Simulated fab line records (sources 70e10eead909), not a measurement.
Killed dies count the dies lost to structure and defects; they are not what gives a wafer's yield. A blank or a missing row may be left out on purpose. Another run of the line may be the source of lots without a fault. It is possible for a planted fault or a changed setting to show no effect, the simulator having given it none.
A lot that was struck, set against a sound lot	flow nand_harc	15 out of 1159 route steps
Sound: the wafers L219.1, L219.3, L219.5. Wafers L209.1, L209.2, L209.5 were the ones struck. The cause is given at the end.
For every step that has rows: the tool of each side, followed by ch and its chambers, followed by its first start. Under that, the readings that differ: sound wafers	struck wafers	difference of the means	sigmas: that difference in standard deviations of wafers without a fault.
alike: words and numbers the same on both sides, and readings whose means are apart by under 2 such deviations; not compared: readings that were withheld, readings missing a value for some wafer, numbers with overlapping values and no deviation given by the record, and bounds like >300 which may hide the same value.
Wherever a step has rows on one side only, a row that says differs or no value, or a row with sigmas, the two part there. Numbers that don't overlap but have no deviation are shown without sigmas and don't part them. A reading that every wafer of one side lacks parts them only if that side has two wafers or more.

first, 2 steps without rows for these wafers: NHARC_THIN_TSV_PEB_10 (peb time 85 s); NHARC_THIN_TSV_DEVELOP_11 (time 70 s).
NHARC_THIN_TSV_CD_MEAS_12: target cd 1000 nm.
  sound on cd_sem-03 ch 0, day 23 11:33; struck on cd_sem-01 ch 0, day 20 03:38
  alike: cd_nm
then, 2 steps without rows for these wafers: NHARC_THIN_TSV_HARDBAKE_13 (time 80 s); NHARC_THIN_TSV_DESCUM_14 (chemistry O2, time 3 s).
NHARC_THIN_TSV_ETCH_44: etches the open film in CF4/O2, target depth 1594.2 nm, time 797.1 s.
  sound on rie_diel-10 ch 2,3, day 23 11:47; struck on rie_diel-08 ch 1,3, day 20 03:53
  alike: drypump_motor_current_A, oes_product_au, rf_vpp_V, showerhead_plenum_p_Torr, throttle_valve_pct
  not compared: rf_hours_counter_h
NHARC_THIN_TSV_ETCH_15: target depth 3000 nm, bosch target overetch cycles 2, bosch etch step 2.8 s.
  sound on rie_si-06 ch 0,2, day 23 12:23; struck on rie_si-06 ch 1,2, day 20 04:28
  alike: drypump_motor_current_A, he_backside_leak_sccm
  not compared: rf_hours_counter_h
NHARC_THIN_TSV_CD_MEAS_16:
  sound: cd_sem-02 at day 23 12:31; struck: cd_sem-03 at day 20 04:36
  alike: cd_nm
then, 2 steps without rows for these wafers: NHARC_THIN_TSV_STRIP_45 (strips in O2); NHARC_THIN_TSV_STRIP_46 (strips in post etch residue remover, time 1200 s).
NHARC_THIN_TSV_DEP_47: deposits SiO2, target thk 200 nm.
  sound on pecvd-03 ch 0,1, day 23 13:41; struck on pecvd-03 ch 0,1,2, day 20 06:02
  alike: throttle_valve_pct
NHARC_THIN_TSV_ETCHBACK_48: etches the open film in C4F8/Ar, target depth 1028.5 nm, time 405.17 s.
  sound on rie_diel-02 ch 2,3, day 23 14:07; struck on rie_diel-02 ch 0,2,3, day 20 06:23
reading	sound	struck	difference	sigmas
oes_product_au (a.u.)	0.99 1.01 0.99	0.93 0.93 0.93	-0.07	-2
  alike: rf_vpp_V
  not compared: rf_hours_counter_h
NHARC_THIN_TSV_STRIP_62: strips in N2/H2, time 20 s.
  sound on plasma_asher-01 ch 1, day 23 15:27; struck on plasma_asher-02 ch 0,1, day 20 06:46
  no value came back on the struck wafers for drypump_motor_current_A (A), heater_power_w (W); on the sound wafers drypump_motor_current_A (A) reads 5.8 5.9 5.8
  not compared: rf_hours_counter_h
NHARC_THIN_TSV_DEGAS_49: time 120 s.
  sound: pvd_sputter-01 at day 23 15:35; struck: pvd_sputter-01 at day 20 06:58
  alike: heater_power_w
NHARC_END_SORT_01:
  at this point the record logs the struck wafers (prober-01 ch 0, day 21 03:32) and has no rows for the sound ones

WHERE THEY PART
First at NHARC_THIN_TSV_ETCHBACK_48; last, within this record, at NHARC_END_SORT_01.

WHY: what the simulator had put in
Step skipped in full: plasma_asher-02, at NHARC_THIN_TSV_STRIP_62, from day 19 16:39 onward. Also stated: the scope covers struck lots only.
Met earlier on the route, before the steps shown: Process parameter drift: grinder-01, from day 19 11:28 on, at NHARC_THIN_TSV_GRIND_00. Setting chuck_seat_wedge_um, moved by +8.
